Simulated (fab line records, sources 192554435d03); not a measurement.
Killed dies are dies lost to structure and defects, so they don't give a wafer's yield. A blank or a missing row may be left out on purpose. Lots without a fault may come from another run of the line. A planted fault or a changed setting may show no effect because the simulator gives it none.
Chamber matching | flow n5_finfet | N5_DUMMY_GATE_ETCH_44 on rie_si-01: 4 sister chambers
The step etches poly-Si in HBr/O2, stops on SiO2, target depth 127.5 nm. 24 wafers are shown with their chamber, then 12 later ones without.

WAFERS WITH THEIR CHAMBER
wafer  | chamber | throttle_valve_pct (%) | oes_product_au (a.u.)
L074.4 | 1       | 18.26                  | 0.727
L074.5 | 2       | 18.37                  | 0.733
L074.6 | 3       | 18.25                  | 0.743
L075.2 | 1       | 18.28                  | 0.726
L075.4 | 0       | 18.57                  | 0.734
L075.6 | 1       | 18.29                  | 0.722
L076.2 | 2       | 18.37                  | 0.729
L076.3 | 3       | 18.26                  | 0.745
L076.5 | 2       | 18.37                  | 0.729
L077.1 | 2       | 18.37                  | 0.720
L077.2 | 3       | 18.25                  | 0.743
L077.5 | 3       | 18.25                  | 0.728
L079.3 | 1       | 18.29                  | 0.729
L079.4 | 2       | 18.37                  | 0.726
L079.5 | 3       | 18.26                  | 0.739
L081.2 | 2       | 18.38                  | 0.728
L081.4 | 2       | 18.38                  | 0.737
L081.5 | 1       | 18.28                  | 0.731
L083.1 | 3       | 18.26                  | 0.736
L083.3 | 1       | 18.28                  | 0.725
L083.4 | 2       | 18.37                  | 0.736
L086.3 | 0       | 18.58                  | 0.738
L086.4 | 3       | 18.25                  | 0.745
L086.5 | 1       | 18.28                  | 0.723

SIGNATURES (means of the wafers above)
reading            | chamber 0 | chamber 1 | chamber 2 | chamber 3 | scatter within a chamber
throttle_valve_pct | 18.5750   | 18.2800   | 18.3725   | 18.2543   | 0.00697
oes_product_au     | 0.73600   | 0.72614   | 0.72975   | 0.73986   | 0.00507
Rule: a wafer's distance from a chamber is the root of the sum, over the readings, of the square of ((its reading less the chamber's mean) divided by the reading's scatter). The wafer belongs to the nearest chamber; if the next one is less than 2 further off, it can't be placed. The scatter: the root of (the sum of the squares of (reading less its chamber's mean) over the shown wafers, divided by (wafers less chambers)).

WAFERS WITHOUT THEIR CHAMBER
wafer  | throttle_valve_pct (%) | oes_product_au (a.u.)
L087.3 | 18.38                  | 0.735
L087.4 | 18.28                  | 0.726
L087.5 | 18.27                  | 0.736
L088.2 | 18.27                  | 0.720
L088.4 | 18.26                  | 0.739
L088.5 | 18.56                  | 0.731
L092.1 | 18.39                  | 0.724
L092.2 | 18.56                  | 0.736
L092.3 | 18.26                  | 0.751
L097.2 | 18.58                  | 0.742
L097.4 | 18.26                  | 0.730
L097.5 | 18.25                  | 0.737

WHICH CHAMBER EACH WENT THROUGH
wafer  | from the rows above     | in truth
L087.3 | 2                       | 2
L087.4 | 1                       | 1
L087.5 | can't be placed: 3 or 1 | 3
L088.2 | 1                       | 1
L088.4 | 3                       | 3
L088.5 | 0                       | 0
L092.1 | 2                       | 2
L092.2 | 0                       | 0
L092.3 | 3                       | 3
L097.2 | 0                       | 0
L097.4 | can't be placed: 3 or 1 | 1
L097.5 | 3                       | 3
Placed correctly: 10 of 12. Can't be placed from these rows: 2 (the true chamber is among the candidates in 2). Placed wrongly: 0.
